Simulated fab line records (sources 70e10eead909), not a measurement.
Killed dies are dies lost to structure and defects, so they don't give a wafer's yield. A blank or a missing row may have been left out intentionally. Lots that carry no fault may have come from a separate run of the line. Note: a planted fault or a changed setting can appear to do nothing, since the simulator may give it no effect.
A lot that was struck, set against a sound lot + flow nand-harc + 11 steps out of a route of 1302
Sound: these wafers, L624.1, L624.2, L624.3. Struck: wafers L629.2, L629.3, L629.5. The cause is named last.
Each step with rows lists, per side, the tool, then ch with its chambers, then its first start. Under that, the readings that differ: sound wafers + struck wafers + difference of the means + sigmas: that difference in standard deviations of wafers without a fault.
alike: words and numbers the same on both sides, and readings whose means are apart by under 2 such deviations; not compared: readings that were withheld, readings missing a value for some wafer, numbers with overlapping values and no deviation given by the record, and bounds like >300 which may hide the same value.
The two part at a step that has a row with sigmas, a row that says differs or no value, or rows on one side only. Numbers that don't overlap but have no deviation are shown without sigmas and don't part them. Lack of a reading on every wafer of one side parts them only where that side has two or more wafers.

first, 1 step without rows for these wafers: NHARC_A_WL_FILL_CVD_23 (deposits poly-Si, target thk 40 nm, time 800 s).
NHARC_A_WL_FILL_ETCHBACK_26: etches the open film in HBr, target depth 52 nm, time 13.3 s.
  sound on rie-si-02 ch 0,1,3, day 23 14:18; struck on rie-si-05 ch 2,3, day 25 19:08
  alike: drypump-motor-current-A, oes-product-au, throttle-valve-pct
  not compared: rf-hours-counter-h
then, 2 steps without rows for these wafers: NHARC_A_WL_FILL_PRECLEAN_30 (cleans in dHF, time 10 s); NHARC_A_WL_FILL_SRD_14.
NHARC_A_WL_FILL_ALD_19: deposits TiN, target thk 2 nm, pulse time 3 s, ald cycles 100.
  sound on ald-metal-04 ch 0,2,3, day 23 14:34; struck on ald-metal-03 ch 0,1, day 25 19:24
  alike: heater-power-w, precursor-pulse-height-rel
NHARC_A_WL_FILL_CVD_20: deposits W, target thk 100 nm, time 74 s.
  sound: cvd-w-01 ch 0,1; struck: cvd-w-02 ch 0,1
  alike: heater-power-w, mfc-wf6-sccm, throttle-valve-pct
NHARC_A_WL_FILL_CMP_12: polishes, t overpolish 30 s, target thk 100 nm.
  sound on cmp-02 ch 1,2,3, day 23 14:56; struck on cmp-02 ch 1,2, day 25 19:47
  alike: motor-current-A, overpolish-run-s, time-to-endpoint-s
following that, these wafers have no rows for 1 step: NHARC_A_WL_FILL_SRD_31.
NHARC_A_WL_FILL_INSPECT_15:
  struck on defect-inspect-01, day 25 20:16; sound on defect-inspect-02, day 23 15:25
  alike: raw-defect-count
NHARC_A_CONTACT_DEP_24: deposits SiO2, target thk 500 nm.
  sound on pecvd-04 ch 0,1,2, day 23 15:28; struck on pecvd-01 ch 0,2, day 25 20:23
  no value came back on the struck wafers for chamber-pressure-Torr (Torr), flow-sccm (sccm), heater-power-w (W), throttle-valve-pct (%); on the sound wafers chamber-pressure-Torr (Torr) reads 6.522 6.504 6.498
-- the record jumps here: 3 days lie between the struck wafers' starts before and after (it left off in module A_CONTACT and takes up again in module END, whose first step shown is number 1302 of the route) --
NHARC_END_SORT_01:
  at this point the record logs the struck wafers (prober-02 ch 0, day 29 05:44) and has no rows for the sound ones

== WHERE THEY PART ==
First at NHARC_A_CONTACT_DEP_24; last, within this record, at NHARC_END_SORT_01.

WHY: the cause the simulator had injected
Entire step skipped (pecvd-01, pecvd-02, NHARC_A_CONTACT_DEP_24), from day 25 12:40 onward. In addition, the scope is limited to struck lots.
